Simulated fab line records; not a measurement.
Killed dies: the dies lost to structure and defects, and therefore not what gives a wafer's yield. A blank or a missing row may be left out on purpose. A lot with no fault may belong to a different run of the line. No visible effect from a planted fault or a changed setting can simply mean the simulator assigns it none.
Comparing a struck lot with a sound one    flow nand-harc    15 out of 1159 route steps
Sound: wafers L585.1, L585.4, L585.5. The struck wafers were L595.3, L595.5, L595.6. Last of all comes the cause.
For every step that has rows: the tool of each side, followed by ch and its chambers, followed by its first start. Under that, the readings that differ: sound wafers    struck wafers    difference of the means    sigmas: that difference in standard deviations of wafers without a fault.
alike: readings with means less than 2 such deviations apart, plus words and numbers identical on both sides. not compared: withheld readings, readings lacking a value on some wafer, bounds such as >300 that could conceal the same value, and numbers that have no deviation in the record and whose values overlap.
Wherever a step has rows on one side only, a row that says differs or no value, or a row with sigmas, the two part there. When numbers do not overlap yet have no deviation, they are printed without sigmas and do not part them. A reading missing from all wafers of one side parts the sides only when that side holds two or more wafers.

first, 2 steps without rows for these wafers: NHARC_A_CONTACT_PEB_67 (peb time 65 s); NHARC_A_CONTACT_DEVELOP_68 (develop time 35 s).
NHARC_A_CONTACT_CD_MEAS_69 targets a cd of 200 nm.
  sound on cd-sem-03 ch 0, day 17 05:41; struck on cd-sem-02 ch 0, day 19 13:17
  alike: cd-nm
NHARC_A_CONTACT_OVL_MEAS_70:
  struck on overlay-02, day 19 13:23; sound on overlay-01, day 17 05:47
reading            sound        struck          difference  sigmas
overlay-x-nm (nm)  1.8 1.6 1.3  -0.6 -1.2 -0.4  -2.3        -2
  alike: overlay-y-nm
NHARC_A_CONTACT_INSPECT_71:
  struck on defect-inspect-01, day 19 13:25; sound on defect-inspect-02, day 17 05:49
  alike: raw-defect-count
NHARC_A_CONTACT_DESCUM_74: chemistry O2, time 3 s.
  sound on rie-diel-09 ch 0,1,3, day 17 05:53; struck on rie-diel-10 ch 0,3, day 19 13:29
  alike: drypump-motor-current-A, oes-product-au, rf-vpp-V, showerhead-plenum-p-Torr, throttle-valve-pct
  not compared: rf-hours-counter-h
then, 2 steps without rows for these wafers: NHARC_A_CONTACT_ETCH_75 (etches the open film in CF4, target depth 39 nm, time 65 s); NHARC_A_CONTACT_ETCH_76 (etches the open film in N2/H2, target depth 260 nm, time 475.3 s).
NHARC_A_CONTACT_ETCH_77: etches the open film in CF4/CHF3, target depth 72.6 nm, time 36.3 s.
  sound: rie-diel-09 ch 1,3; struck: rie-diel-10 ch 1,2,3
reading                sound              struck             difference  sigmas
oes-product-au (a.u.)  0.920 0.922 0.916  0.974 0.961 0.955  +0.044      +2
  alike: bias-w, cf4-flow-sccm, drypump-motor-current-A, rf-vpp-V, showerhead-plenum-p-Torr, throttle-valve-pct
  not compared: rf-hours-counter-h
NHARC_A_CONTACT_ETCH_78: etches the open film in O2/COS, target depth 2800 nm, time 728 s.
  sound: rie-diel-09 ch 1,2,3; struck: rie-diel-10 ch 1,2
  alike: bias-w, chamber-pressure-mTorr, cos-flow-sccm, drypump-motor-current-A, oes-product-au, rf-vpp-V, showerhead-plenum-p-Torr, throttle-valve-pct
  not compared: rf-hours-counter-h
NHARC_A_CONTACT_ETCH_124: etches the open film in C4F8/O2/Ar, time 140 s, target depth 700 nm.
  sound on har-cap-etch-01 ch 0,1, day 17 07:13; struck on har-cap-etch-01 ch 0,1, day 19 14:56
  alike: chamber-pressure-mTorr, oes-air-line-au
  not compared: rf-hours-counter-h
NHARC_A_CONTACT_ETCH_125: etches the open film in C4F8/O2/Ar, time 155 s, target depth 956 nm.
  sound on har-cap-etch-01 ch 0,1, day 17 07:25; struck on har-cap-etch-01 ch 0,1, day 19 15:07
  alike: chamber-pressure-mTorr, oes-air-line-au
  not compared: rf-hours-counter-h
NHARC_A_CONTACT_ETCH_126: etches the open film in C4F8/O2/Ar, time 155 s, target depth 956 nm.
  sound on har-cap-etch-01 ch 0,1, day 17 07:33; struck on har-cap-etch-01 ch 0,1, day 19 15:16
  no value came back on the struck wafers for chamber-pressure-mTorr (mTorr), oes-air-line-au (a.u.), time-s (s); on the sound wafers chamber-pressure-mTorr (mTorr) reads 20.011 19.998 20.007
  not compared: rf-hours-counter-h
then, 1 step without rows for these wafers: NHARC_A_CONTACT_ETCH_127 (etches the open film in C4F8/O2/Ar, time 155 s, target depth 956 nm).
-- the record jumps here: 3 days lie between the struck wafers' starts before and after (it left off in module A_CONTACT and takes up again in module END, whose first step shown is number 1159 of the route) --
NHARC_END_SORT_01:
  only the struck wafers appear in the record here, on prober-01 ch 0 at day 22 08:25; the sound ones have no rows

WHERE THEY PART
First at NHARC_A_CONTACT_OVL_MEAS_70; last, within this record, at NHARC_END_SORT_01.

WHY: the cause the simulator had injected
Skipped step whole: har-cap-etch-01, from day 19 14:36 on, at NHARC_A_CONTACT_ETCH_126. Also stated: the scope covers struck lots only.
